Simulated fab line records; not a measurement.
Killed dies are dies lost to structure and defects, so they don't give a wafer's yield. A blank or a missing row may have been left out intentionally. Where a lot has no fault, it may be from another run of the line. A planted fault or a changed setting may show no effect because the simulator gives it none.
Which tool is to blame? :: flow n5Finfet :: 24 lots with 72 wafers sampled at 5 steps, on a route of 1938 steps

## WHAT EACH GAUGE READ, for each wafer
N5_BEOL_M0_SAQP_INSPECT_16: inspects for defects (brightfield).
lot: L074
measured: day 5 08:45
on: defectInspect-02
rawDefectCount: 393 466 363

lot: L075
measured: day 5 20:25
on: defectInspect-02
rawDefectCount: 404 283 528

lot: L076
measured: day 5 23:19
on: defectInspect-01
rawDefectCount: 451 559 598

lot: L077
measured: day 6 03:41
on: defectInspect-01
rawDefectCount: 340 405 497

lot: L078
measured: day 6 13:04
on: defectInspect-02
rawDefectCount: 478 432 370

lot: L079
measured: day 6 17:24
on: defectInspect-02
rawDefectCount: 556 395 389

lot: L080
measured: day 6 23:19
on: defectInspect-01
rawDefectCount: 530 433 536

lot: L081
measured: day 7 04:01
on: defectInspect-01
rawDefectCount: 519 570 312

lot: L082
measured: day 7 11:20
on: defectInspect-02
rawDefectCount: 546 417 464

lot: L083
measured: day 7 18:14
on: defectInspect-02
rawDefectCount: 427 610 468

lot: L084
measured: day 7 23:07
on: defectInspect-02
rawDefectCount: 407 372 534

lot: L085
measured: day 8 09:40
on: defectInspect-02
rawDefectCount: 461 552 399

lot: L086
measured: day 8 13:47
on: defectInspect-02
rawDefectCount: 390 509 370

lot: L087
measured: day 8 18:38
on: defectInspect-02
rawDefectCount: 620 400 577

lot: L088
measured: day 8 21:30
on: defectInspect-02
rawDefectCount: 475 451 468

lot: L089
measured: day 9 02:30
on: defectInspect-01
rawDefectCount: 585 472 522

lot: L090
measured: day 9 10:58
on: defectInspect-01
rawDefectCount: 509 445 368

lot: L091
measured: day 9 14:16
on: defectInspect-02
rawDefectCount: 573 372 636

lot: L092
measured: day 9 23:14
on: defectInspect-02
rawDefectCount: 351 357 466

lot: L093
measured: day 10 02:23
on: defectInspect-02
rawDefectCount: 419 486 481

lot: L094
measured: day 10 16:47
on: defectInspect-01
rawDefectCount: 373 338 444

lot: L095
measured: day 10 20:21
on: defectInspect-02
rawDefectCount: 410 393 463

lot: L096
measured: day 11 05:35
on: defectInspect-02
rawDefectCount: 347 377 458

lot: L097
measured: day 11 08:27
on: defectInspect-02
rawDefectCount: 486 416 349

N5_BEOL_M0_SAQP_CD_MEAS_40 targets a cd of 30 nm.
lot: L074
measured: day 5 12:33
on: cdSem-02
cdNm (nm): 29.32 30.04 29.74

lot: L075
measured: day 6 00:32
on: cdSem-03
cdNm (nm): 29.79 29.83 29.93

lot: L076
measured: day 6 03:07
on: cdSem-02
cdNm (nm): 30.07 30.27 29.92

lot: L077
measured: day 6 07:54
on: cdSem-01
cdNm (nm): 30.29 29.98 29.70

lot: L078
measured: day 6 17:02
on: cdSem-03
cdNm (nm): 30.24 30.35 29.88

lot: L079
measured: day 6 21:14
on: cdSem-03
cdNm (nm): 30.01 29.80 29.63

lot: L080
measured: day 7 03:31
on: cdSem-02
cdNm (nm): 29.97 30.07 29.92

lot: L081
measured: day 7 09:29
on: cdSem-01
cdNm (nm): 30.13 30.29 30.00

lot: L082
measured: day 7 15:36
on: cdSem-02
cdNm (nm): 29.77 29.90 29.63

lot: L083
measured: day 7 22:10
on: cdSem-03
cdNm (nm): 29.47 29.82 30.02

lot: L084
measured: day 8 03:31
on: cdSem-03
cdNm (nm): 29.66 29.83 29.58

lot: L085
measured: day 8 14:08
on: cdSem-02
cdNm (nm): 29.91 29.58 29.81

lot: L086
measured: day 8 19:02
on: cdSem-03
cdNm (nm): 29.74 29.21 30.00

lot: L087
measured: day 8 22:51
on: cdSem-02
cdNm (nm): 29.99 29.65 29.72

lot: L088
measured: day 9 01:32
on: cdSem-02
cdNm (nm): 29.69 29.93 29.90

lot: L089
measured: day 9 06:37
on: cdSem-02
cdNm (nm): 30.19 30.08 30.22

lot: L090
measured: day 9 14:46
on: cdSem-02
cdNm (nm): 29.94 29.99 29.91

lot: L091
measured: day 9 19:11
on: cdSem-01
cdNm (nm): 29.80 29.93 29.92

lot: L092
measured: day 10 03:23
on: cdSem-02
cdNm (nm): 29.76 29.55 29.77

lot: L093
measured: day 10 07:27
on: cdSem-02
cdNm (nm): 29.37 29.96 30.24

lot: L094
measured: day 10 21:09
on: cdSem-03
cdNm (nm): 29.74 29.31 29.82

lot: L095
measured: day 11 00:23
on: cdSem-03
cdNm (nm): 29.58 29.66 29.75

lot: L096
measured: day 11 09:26
on: cdSem-02
cdNm (nm): 29.79 30.08 29.78

lot: L097
measured: day 11 12:12
on: cdSem-02
cdNm (nm): 29.61 29.76 29.59

## TOOL THAT RAN EACH LOT (tool first, then ch and the chambers of the sampled wafers, then the start)
lot: L074
N5_BEOL_M0_SAQP_HM_DEP_111: pecvd-02 ch 0,1, day 5 08:20
N5_BEOL_M0_SAQP_ETCH_83: rieDiel-02 ch 0,1, day 5 08:49
N5_BEOL_M0_SAQP_ETCH_101: rieDiel-04 ch 2,3, day 5 10:23

lot: L075
N5_BEOL_M0_SAQP_HM_DEP_111: pecvd-02 ch 0,1,2, day 5 20:02
N5_BEOL_M0_SAQP_ETCH_83: rieDiel-04 ch 0,2,3, day 5 20:31
N5_BEOL_M0_SAQP_ETCH_101: rieDiel-06 ch 2,3, day 5 22:18

lot: L076
N5_BEOL_M0_SAQP_HM_DEP_111: pecvd-01 ch 0,2, day 5 22:56
N5_BEOL_M0_SAQP_ETCH_83: rieDiel-02 ch 1,3, day 5 23:23
N5_BEOL_M0_SAQP_ETCH_101: rieDiel-06 ch 1,2,3, day 6 01:05

lot: L077
N5_BEOL_M0_SAQP_HM_DEP_111: pecvd-03 ch 0,1, day 6 03:11
N5_BEOL_M0_SAQP_ETCH_83: rieDiel-04 ch 2,3, day 6 03:46
N5_BEOL_M0_SAQP_ETCH_101: rieDiel-04 ch 0,1,2, day 6 05:52

lot: L078
N5_BEOL_M0_SAQP_HM_DEP_111: pecvd-02 ch 0,1, day 6 12:42
N5_BEOL_M0_SAQP_ETCH_83: rieDiel-04 ch 0,3, day 6 13:08
N5_BEOL_M0_SAQP_ETCH_101: rieDiel-06 ch 1,3, day 6 14:56

lot: L079
N5_BEOL_M0_SAQP_HM_DEP_111: pecvd-03 ch 1,2, day 6 17:01
N5_BEOL_M0_SAQP_ETCH_83: rieDiel-06 ch 1,2,3, day 6 17:28
N5_BEOL_M0_SAQP_ETCH_101: rieDiel-04 ch 1,2,3, day 6 19:04

lot: L080
N5_BEOL_M0_SAQP_HM_DEP_111: pecvd-01 ch 0,1,2, day 6 22:57
N5_BEOL_M0_SAQP_ETCH_83: rieDiel-06 ch 0,1,2, day 6 23:32
N5_BEOL_M0_SAQP_ETCH_101: rieDiel-04 ch 0,1,3, day 7 01:06

lot: L081
N5_BEOL_M0_SAQP_HM_DEP_111: pecvd-01 ch 0,2, day 7 03:38
N5_BEOL_M0_SAQP_ETCH_83: rieDiel-02 ch 1,2, day 7 04:25
N5_BEOL_M0_SAQP_ETCH_101: rieDiel-04 ch 1,2, day 7 07:10

lot: L082
N5_BEOL_M0_SAQP_HM_DEP_111: pecvd-02 ch 0,2, day 7 10:58
N5_BEOL_M0_SAQP_ETCH_83: rieDiel-02 ch 0,1,2, day 7 11:26
N5_BEOL_M0_SAQP_ETCH_101: rieDiel-06 ch 0,2, day 7 13:34

lot: L083
N5_BEOL_M0_SAQP_HM_DEP_111: pecvd-03 ch 0,2, day 7 17:44
N5_BEOL_M0_SAQP_ETCH_83: rieDiel-02 ch 0,1,3, day 7 18:18
N5_BEOL_M0_SAQP_ETCH_101: rieDiel-04 ch 0,2,3, day 7 19:56

lot: L084
N5_BEOL_M0_SAQP_HM_DEP_111: pecvd-02 ch 1,2, day 7 22:37
N5_BEOL_M0_SAQP_ETCH_83: rieDiel-02 ch 0,1, day 7 23:22
N5_BEOL_M0_SAQP_ETCH_101: rieDiel-06 ch 0,3, day 8 01:11

lot: L085
N5_BEOL_M0_SAQP_HM_DEP_111: pecvd-02 ch 0,1,2, day 8 09:17
N5_BEOL_M0_SAQP_ETCH_83: rieDiel-04 ch 2,3, day 8 09:44
N5_BEOL_M0_SAQP_ETCH_101: rieDiel-06 ch 2,3, day 8 11:40

lot: L086
N5_BEOL_M0_SAQP_HM_DEP_111: pecvd-03 ch 0,2, day 8 13:17
N5_BEOL_M0_SAQP_ETCH_83: rieDiel-02 ch 1,2,3, day 8 13:51
N5_BEOL_M0_SAQP_ETCH_101: rieDiel-04 ch 1,3, day 8 16:53

lot: L087
N5_BEOL_M0_SAQP_HM_DEP_111: pecvd-01 ch 1,2, day 8 18:15
N5_BEOL_M0_SAQP_ETCH_83: rieDiel-06 ch 1,2,3, day 8 18:42
N5_BEOL_M0_SAQP_ETCH_101: rieDiel-02 ch 1,3, day 8 20:40

lot: L088
N5_BEOL_M0_SAQP_HM_DEP_111: pecvd-02 ch 0,1,2, day 8 21:08
N5_BEOL_M0_SAQP_ETCH_83: rieDiel-04 ch 1,2, day 8 21:34
N5_BEOL_M0_SAQP_ETCH_101: rieDiel-04 ch 0,1,3, day 8 23:22

lot: L089
N5_BEOL_M0_SAQP_HM_DEP_111: pecvd-01 ch 0,1,2, day 9 02:01
N5_BEOL_M0_SAQP_ETCH_83: rieDiel-02 ch 0,1, day 9 02:34
N5_BEOL_M0_SAQP_ETCH_101: rieDiel-06 ch 0,2,3, day 9 04:09

lot: L090
N5_BEOL_M0_SAQP_HM_DEP_111: pecvd-01 ch 0, day 9 10:26
N5_BEOL_M0_SAQP_ETCH_83: rieDiel-04 ch 0,1, day 9 11:02
N5_BEOL_M0_SAQP_ETCH_101: rieDiel-06 ch 2,3, day 9 12:38

lot: L091
N5_BEOL_M0_SAQP_HM_DEP_111: pecvd-03 ch 0,1,2, day 9 13:46
N5_BEOL_M0_SAQP_ETCH_83: rieDiel-04 ch 0,2,3, day 9 14:20
N5_BEOL_M0_SAQP_ETCH_101: rieDiel-02 ch 0,1,2, day 9 16:58

lot: L092
N5_BEOL_M0_SAQP_HM_DEP_111: pecvd-02 ch 0,2, day 9 22:44
N5_BEOL_M0_SAQP_ETCH_83: rieDiel-04 ch 0,1,3, day 9 23:18
N5_BEOL_M0_SAQP_ETCH_101: rieDiel-06 ch 0,2,3, day 10 01:08

lot: L093
N5_BEOL_M0_SAQP_HM_DEP_111: pecvd-01 ch 0,1, day 10 01:59
N5_BEOL_M0_SAQP_ETCH_83: rieDiel-02 ch 0,1, day 10 02:27
N5_BEOL_M0_SAQP_ETCH_101: rieDiel-04 ch 0,2, day 10 04:59

lot: L094
N5_BEOL_M0_SAQP_HM_DEP_111: pecvd-01 ch 0,1, day 10 16:17
N5_BEOL_M0_SAQP_ETCH_83: rieDiel-04 ch 0,2,3, day 10 16:59
N5_BEOL_M0_SAQP_ETCH_101: rieDiel-04 ch 0,2,3, day 10 18:55

lot: L095
N5_BEOL_M0_SAQP_HM_DEP_111: pecvd-03 ch 0,1, day 10 19:51
N5_BEOL_M0_SAQP_ETCH_83: rieDiel-04 ch 0,2,3, day 10 20:36
N5_BEOL_M0_SAQP_ETCH_101: rieDiel-04 ch 0,1,3, day 10 22:21

lot: L096
N5_BEOL_M0_SAQP_HM_DEP_111: pecvd-03 ch 0,1,2, day 11 05:05
N5_BEOL_M0_SAQP_ETCH_83: rieDiel-04 ch 0,1,2, day 11 05:40
N5_BEOL_M0_SAQP_ETCH_101: rieDiel-02 ch 1,2,3, day 11 07:24

lot: L097
N5_BEOL_M0_SAQP_HM_DEP_111: pecvd-02 ch 0,1, day 11 07:57
N5_BEOL_M0_SAQP_ETCH_83: rieDiel-02 ch 0,1,3, day 11 08:31
N5_BEOL_M0_SAQP_ETCH_101: rieDiel-02 ch 0,1, day 11 10:10
- N5_BEOL_M0_SAQP_HM_DEP_111: deposits SiO2 from SiH4/N2O, target thk 12 nm, time 7.2 s.
- N5_BEOL_M0_SAQP_ETCH_83: etches SiARC in CF4, target depth 39 nm, time 65 s.
- N5_BEOL_M0_SAQP_ETCH_101: etches SiNx in CH3F/O2, target depth 29.9 nm, time 42.7 s.

## WHAT THE TOOLS THEMSELVES READ (means of the sampled wafers that have a number; where no wafer has one, the mark that the record gives instead)
N5_BEOL_M0_SAQP_HM_DEP_111.
lot: L074
tool: pecvd-02
heaterPowerW (W): 769
showerheadPlenumPTorr (Torr): 8.18

lot: L075
tool: pecvd-02
heaterPowerW (W): 722
showerheadPlenumPTorr (Torr): 8.04

lot: L076
tool: pecvd-01
heaterPowerW (W): 696
showerheadPlenumPTorr (Torr): 8.29

lot: L077
tool: pecvd-03
heaterPowerW (W): 838
showerheadPlenumPTorr (Torr): 8.17

lot: L078
tool: pecvd-02
heaterPowerW (W): 778
showerheadPlenumPTorr (Torr): 8.18

lot: L079
tool: pecvd-03
heaterPowerW (W): 746
showerheadPlenumPTorr (Torr): 8.20

lot: L080
tool: pecvd-01
heaterPowerW (W): 696
showerheadPlenumPTorr (Torr): 8.22

lot: L081
tool: pecvd-01
heaterPowerW (W): 665
showerheadPlenumPTorr (Torr): 8.30

lot: L082
tool: pecvd-02
heaterPowerW (W): 753
showerheadPlenumPTorr (Torr): 8.15

lot: L083
tool: pecvd-03
heaterPowerW (W): 829
showerheadPlenumPTorr (Torr): 8.22

lot: L084
tool: pecvd-02
heaterPowerW (W): 822
showerheadPlenumPTorr (Torr): 7.97

lot: L085
tool: pecvd-02
heaterPowerW (W): 793
showerheadPlenumPTorr (Torr): 8.05

lot: L086
tool: pecvd-03
heaterPowerW (W): 805
showerheadPlenumPTorr (Torr): 8.24

lot: L087
tool: pecvd-01
heaterPowerW (W): 708
showerheadPlenumPTorr (Torr): 8.15

lot: L088
tool: pecvd-02
heaterPowerW (W): 775
showerheadPlenumPTorr (Torr): 8.06

lot: L089
tool: pecvd-01
heaterPowerW (W): 725
showerheadPlenumPTorr (Torr): 8.22

lot: L090
tool: pecvd-01
heaterPowerW (W): 663
showerheadPlenumPTorr (Torr): 8.29

lot: L091
tool: pecvd-03
heaterPowerW (W): 794
showerheadPlenumPTorr (Torr): 8.17

lot: L092
tool: pecvd-02
heaterPowerW (W): 782
showerheadPlenumPTorr (Torr): 8.03

lot: L093
tool: pecvd-01
heaterPowerW (W): 719
showerheadPlenumPTorr (Torr): 8.14

lot: L094
tool: pecvd-01
heaterPowerW (W): 706
showerheadPlenumPTorr (Torr): 8.15

lot: L095
tool: pecvd-03
heaterPowerW (W): 793
showerheadPlenumPTorr (Torr): 8.18

lot: L096
tool: pecvd-03
heaterPowerW (W): 736
showerheadPlenumPTorr (Torr): 8.18

lot: L097
tool: pecvd-02
heaterPowerW (W): 796
showerheadPlenumPTorr (Torr): 8.09

N5_BEOL_M0_SAQP_ETCH_83.
lot: L074
tool: rieDiel-02
drypumpMotorCurrentA (A): 6.1
etchRfOnTimeS (s): 64.1
oesProductAu (a.u.): 0.70
rfVppV (V): 184.0
showerheadPlenumPTorr (Torr): 2.20
throttleValvePct (%): 15.29

lot: L075
tool: rieDiel-04
drypumpMotorCurrentA (A): 5.6
etchRfOnTimeS (s): 65.9
oesProductAu (a.u.): 0.70
rfVppV (V): 183.5
showerheadPlenumPTorr (Torr): 2.08
throttleValvePct (%): 15.60

lot: L076
tool: rieDiel-02
drypumpMotorCurrentA (A): 6.5
etchRfOnTimeS (s): 64.4
oesProductAu (a.u.): 0.67
rfVppV (V): 185.7
showerheadPlenumPTorr (Torr): 2.17
throttleValvePct (%): 15.50

lot: L077
tool: rieDiel-04
drypumpMotorCurrentA (A): 5.5
etchRfOnTimeS (s): 65.1
oesProductAu (a.u.): 0.66
rfVppV (V): 182.9
showerheadPlenumPTorr (Torr): 2.07
throttleValvePct (%): 15.68

lot: L078
tool: rieDiel-04
drypumpMotorCurrentA (A): 5.9
etchRfOnTimeS (s): 64.7
oesProductAu (a.u.): 0.77
rfVppV (V): 183.4
showerheadPlenumPTorr (Torr): 2.11
throttleValvePct (%): 15.56

lot: L079
tool: rieDiel-06
drypumpMotorCurrentA (A): 5.6
etchRfOnTimeS (s): 65.5
oesProductAu (a.u.): 0.64
rfVppV (V): 183.5
showerheadPlenumPTorr (Torr): 2.14
throttleValvePct (%): 15.78

lot: L080
tool: rieDiel-06
drypumpMotorCurrentA (A): 6.1
etchRfOnTimeS (s): 64.4
oesProductAu (a.u.): 0.71
rfVppV (V): 185.1
showerheadPlenumPTorr (Torr): 2.15
throttleValvePct (%): 15.67

lot: L081
tool: rieDiel-02
drypumpMotorCurrentA (A): 6.4
etchRfOnTimeS (s): 64.7
oesProductAu (a.u.): 0.66
rfVppV (V): 184.7
showerheadPlenumPTorr (Torr): 2.18
throttleValvePct (%): 15.36

lot: L082
tool: rieDiel-02
drypumpMotorCurrentA (A): 6.1
etchRfOnTimeS (s): 65.6
oesProductAu (a.u.): 0.70
rfVppV (V): 184.7
showerheadPlenumPTorr (Torr): 2.16
throttleValvePct (%): 15.35

lot: L083
tool: rieDiel-02
drypumpMotorCurrentA (A): 6.2
etchRfOnTimeS (s): 64.9
oesProductAu (a.u.): 0.70
rfVppV (V): 185.1
showerheadPlenumPTorr (Torr): 2.15
throttleValvePct (%): 15.51

lot: L084
tool: rieDiel-02
drypumpMotorCurrentA (A): 5.7
etchRfOnTimeS (s): 64.0
oesProductAu (a.u.): 0.72
rfVppV (V): 184.6
showerheadPlenumPTorr (Torr): 2.18
throttleValvePct (%): 15.31

lot: L085
tool: rieDiel-04
drypumpMotorCurrentA (A): 5.5
etchRfOnTimeS (s): 65.6
oesProductAu (a.u.): 0.65
rfVppV (V): 182.4
showerheadPlenumPTorr (Torr): 2.06
throttleValvePct (%): 15.73

lot: L086
tool: rieDiel-02
drypumpMotorCurrentA (A): 6.6
etchRfOnTimeS (s): 65.0
oesProductAu (a.u.): 0.67
rfVppV (V): 183.5
showerheadPlenumPTorr (Torr): 2.13
throttleValvePct (%): 15.57

lot: L087
tool: rieDiel-06
drypumpMotorCurrentA (A): 5.5
etchRfOnTimeS (s): 66.5
oesProductAu (a.u.): 0.63
rfVppV (V): 183.7
showerheadPlenumPTorr (Torr): 2.13
throttleValvePct (%): 15.80

lot: L088
tool: rieDiel-04
drypumpMotorCurrentA (A): 5.1
etchRfOnTimeS (s): 63.8
oesProductAu (a.u.): 0.71
rfVppV (V): 183.8
showerheadPlenumPTorr (Torr): 2.12
throttleValvePct (%): 15.61

lot: L089
tool: rieDiel-02
drypumpMotorCurrentA (A): 5.7
etchRfOnTimeS (s): 65.0
oesProductAu (a.u.): 0.70
rfVppV (V): 184.8
showerheadPlenumPTorr (Torr): 2.18
throttleValvePct (%): 15.34

lot: L090
tool: rieDiel-04
drypumpMotorCurrentA (A): 5.6
etchRfOnTimeS (s): 64.0
oesProductAu (a.u.): 0.77
rfVppV (V): 183.3
showerheadPlenumPTorr (Torr): 2.13
throttleValvePct (%): 15.54

lot: L091
tool: rieDiel-04
drypumpMotorCurrentA (A): 5.6
etchRfOnTimeS (s): 65.8
oesProductAu (a.u.): 0.68
rfVppV (V): 183.1
showerheadPlenumPTorr (Torr): 2.07
throttleValvePct (%): 15.66

lot: L092
tool: rieDiel-04
drypumpMotorCurrentA (A): 5.6
etchRfOnTimeS (s): 63.8
oesProductAu (a.u.): 0.73
rfVppV (V): 183.7
showerheadPlenumPTorr (Torr): 2.11
throttleValvePct (%): 15.62

lot: L093
tool: rieDiel-02
drypumpMotorCurrentA (A): 5.7
etchRfOnTimeS (s): 64.5
oesProductAu (a.u.): 0.70
rfVppV (V): 184.9
showerheadPlenumPTorr (Torr): 2.17
throttleValvePct (%): 15.36

lot: L094
tool: rieDiel-04
drypumpMotorCurrentA (A): 5.6
etchRfOnTimeS (s): 65.7
oesProductAu (a.u.): 0.67
rfVppV (V): 183.0
showerheadPlenumPTorr (Torr): 2.07
throttleValvePct (%): 15.69

lot: L095
tool: rieDiel-04
drypumpMotorCurrentA (A): 5.6
etchRfOnTimeS (s): 65.8
oesProductAu (a.u.): 0.67
rfVppV (V): 183.6
showerheadPlenumPTorr (Torr): 2.07
throttleValvePct (%): 15.68

lot: L096
tool: rieDiel-04
drypumpMotorCurrentA (A): 5.4
etchRfOnTimeS (s): 65.8
oesProductAu (a.u.): 0.69
rfVppV (V): 182.9
showerheadPlenumPTorr (Torr): 2.10
throttleValvePct (%): 15.63

lot: L097
tool: rieDiel-02
drypumpMotorCurrentA (A): 6.2
etchRfOnTimeS (s): 64.5
oesProductAu (a.u.): 0.68
rfVppV (V): 183.3
showerheadPlenumPTorr (Torr): 2.14
throttleValvePct (%): 15.56

N5_BEOL_M0_SAQP_ETCH_101.
lot: L074
tool: rieDiel-04
drypumpMotorCurrentA (A): 5.3
oes_o_777_au (a.u.): 0.74
oesProductAu (a.u.): 0.75
rfVppV (V): 295
showerheadPlenumPTorr (Torr): 1.92
throttleValvePct (%): 16.40

lot: L075
tool: rieDiel-06
drypumpMotorCurrentA (A): 5.4
oes_o_777_au (a.u.): 0.79
oesProductAu (a.u.): 0.78
rfVppV (V): 293
showerheadPlenumPTorr (Torr): 1.95
throttleValvePct (%): 16.41

lot: L076
tool: rieDiel-06
drypumpMotorCurrentA (A): 5.5
oes_o_777_au (a.u.): 0.75
oesProductAu (a.u.): 0.75
rfVppV (V): 295
showerheadPlenumPTorr (Torr): 1.99
throttleValvePct (%): 16.49

lot: L077
tool: rieDiel-04
drypumpMotorCurrentA (A): 5.4
oes_o_777_au (a.u.): 0.86
oesProductAu (a.u.): 0.87
rfVppV (V): 299
showerheadPlenumPTorr (Torr): 1.97
throttleValvePct (%): 16.29

lot: L078
tool: rieDiel-06
drypumpMotorCurrentA (A): 5.6
oes_o_777_au (a.u.): 0.72
oesProductAu (a.u.): 0.72
rfVppV (V): 299
showerheadPlenumPTorr (Torr): 2.04
throttleValvePct (%): 16.58

lot: L079
tool: rieDiel-04
drypumpMotorCurrentA (A): 5.3
oes_o_777_au (a.u.): 0.81
oesProductAu (a.u.): 0.81
rfVppV (V): 295
showerheadPlenumPTorr (Torr): 1.95
throttleValvePct (%): 16.38

lot: L080
tool: rieDiel-04
drypumpMotorCurrentA (A): 5.6
oes_o_777_au (a.u.): 0.88
oesProductAu (a.u.): 0.89
rfVppV (V): 298
showerheadPlenumPTorr (Torr): 1.98
throttleValvePct (%): 16.32

lot: L081
tool: rieDiel-04
drypumpMotorCurrentA (A): 5.2
oes_o_777_au (a.u.): 0.77
oesProductAu (a.u.): 0.77
rfVppV (V): 297
showerheadPlenumPTorr (Torr): 1.94
throttleValvePct (%): 16.38

lot: L082
tool: rieDiel-06
drypumpMotorCurrentA (A): 5.9
oes_o_777_au (a.u.): 0.85
oesProductAu (a.u.): 0.84
rfVppV (V): 290
showerheadPlenumPTorr (Torr): 1.95
throttleValvePct (%): 16.31

lot: L083
tool: rieDiel-04
drypumpMotorCurrentA (A): 5.6
oes_o_777_au (a.u.): 0.80
oesProductAu (a.u.): 0.81
rfVppV (V): 297
showerheadPlenumPTorr (Torr): 1.93
throttleValvePct (%): 16.37

lot: L084
tool: rieDiel-06
drypumpMotorCurrentA (A): 6.0
oes_o_777_au (a.u.): 0.87
oesProductAu (a.u.): 0.87
rfVppV (V): 298
showerheadPlenumPTorr (Torr): 2.03
throttleValvePct (%): 16.23

lot: L085
tool: rieDiel-06
drypumpMotorCurrentA (A): 5.2
oes_o_777_au (a.u.): 0.74
oesProductAu (a.u.): 0.75
rfVppV (V): 299
showerheadPlenumPTorr (Torr): 1.98
throttleValvePct (%): 16.47

lot: L086
tool: rieDiel-04
drypumpMotorCurrentA (A): 5.4
oes_o_777_au (a.u.): 0.82
oesProductAu (a.u.): 0.82
rfVppV (V): 295
showerheadPlenumPTorr (Torr): 1.96
throttleValvePct (%): 16.41

lot: L087
tool: rieDiel-02
drypumpMotorCurrentA (A): 6.5
oes_o_777_au (a.u.): 0.77
oesProductAu (a.u.): 0.77
rfVppV (V): 302
showerheadPlenumPTorr (Torr): 2.03
throttleValvePct (%): 16.26

lot: L088
tool: rieDiel-04
drypumpMotorCurrentA (A): 5.6
oes_o_777_au (a.u.): 0.86
oesProductAu (a.u.): 0.86
rfVppV (V): 299
showerheadPlenumPTorr (Torr): 1.97
throttleValvePct (%): 16.35

lot: L089
tool: rieDiel-06
drypumpMotorCurrentA (A): 5.7
oes_o_777_au (a.u.): 0.81
oesProductAu (a.u.): 0.80
rfVppV (V): 296
showerheadPlenumPTorr (Torr): 1.99
throttleValvePct (%): 16.37

lot: L090
tool: rieDiel-06
drypumpMotorCurrentA (A): 5.4
oes_o_777_au (a.u.): 0.76
oesProductAu (a.u.): 0.75
rfVppV (V): 291
showerheadPlenumPTorr (Torr): 1.94
throttleValvePct (%): 16.46

lot: L091
tool: rieDiel-02
drypumpMotorCurrentA (A): 6.1
oes_o_777_au (a.u.): 0.80
oesProductAu (a.u.): 0.80
rfVppV (V): 298
showerheadPlenumPTorr (Torr): 2.01
throttleValvePct (%): 16.13

lot: L092
tool: rieDiel-06
drypumpMotorCurrentA (A): 5.7
oes_o_777_au (a.u.): 0.79
oesProductAu (a.u.): 0.80
rfVppV (V): 295
showerheadPlenumPTorr (Torr): 1.98
throttleValvePct (%): 16.38

lot: L093
tool: rieDiel-04
drypumpMotorCurrentA (A): 5.5
oes_o_777_au (a.u.): 0.75
oesProductAu (a.u.): 0.76
rfVppV (V): 298
showerheadPlenumPTorr (Torr): 1.92
throttleValvePct (%): 16.38

lot: L094
tool: rieDiel-04
drypumpMotorCurrentA (A): 5.6
oes_o_777_au (a.u.): 0.78
oesProductAu (a.u.): 0.79
rfVppV (V): 296
showerheadPlenumPTorr (Torr): 1.92
throttleValvePct (%): 16.41

lot: L095
tool: rieDiel-04
drypumpMotorCurrentA (A): 5.6
oes_o_777_au (a.u.): 0.84
oesProductAu (a.u.): 0.84
rfVppV (V): 298
showerheadPlenumPTorr (Torr): 1.97
throttleValvePct (%): 16.38

lot: L096
tool: rieDiel-02
drypumpMotorCurrentA (A): 6.6
oes_o_777_au (a.u.): 0.78
oesProductAu (a.u.): 0.77
rfVppV (V): 297
showerheadPlenumPTorr (Torr): 1.98
throttleValvePct (%): 16.36

lot: L097
tool: rieDiel-02
drypumpMotorCurrentA (A): 6.1
oes_o_777_au (a.u.): 0.77
oesProductAu (a.u.): 0.77
rfVppV (V): 302
showerheadPlenumPTorr (Torr): 2.04
throttleValvePct (%): 16.08

## THE ANSWER, worked out from the rows above alone
Rule: the lots themselves supply what counts as usual. Put in order of their means at a reading, lots are off if they are a third of the lots or fewer, leave a main group of 4 or more, and stand apart from it by a gap of 3 or more times the standard deviation of the main group's means; of several such gaps the widest counts. If all means in a main group match to the digits the tables above print for the reading, that group is not used. A lot without any number at a reading at which 4 lots or more have one is off too. The other lots that the step has rows for count as sound. First the gauges in route order, then the tools' own readings, where a lot's mean is used as printed above. At the first step where some lot is off, the reading lying furthest off is the one used; lots without a number count as furthest.
No lot is off at any reading shown: from this, nothing can be told.

## WHAT WAS PUT IN BY THE SIMULATOR
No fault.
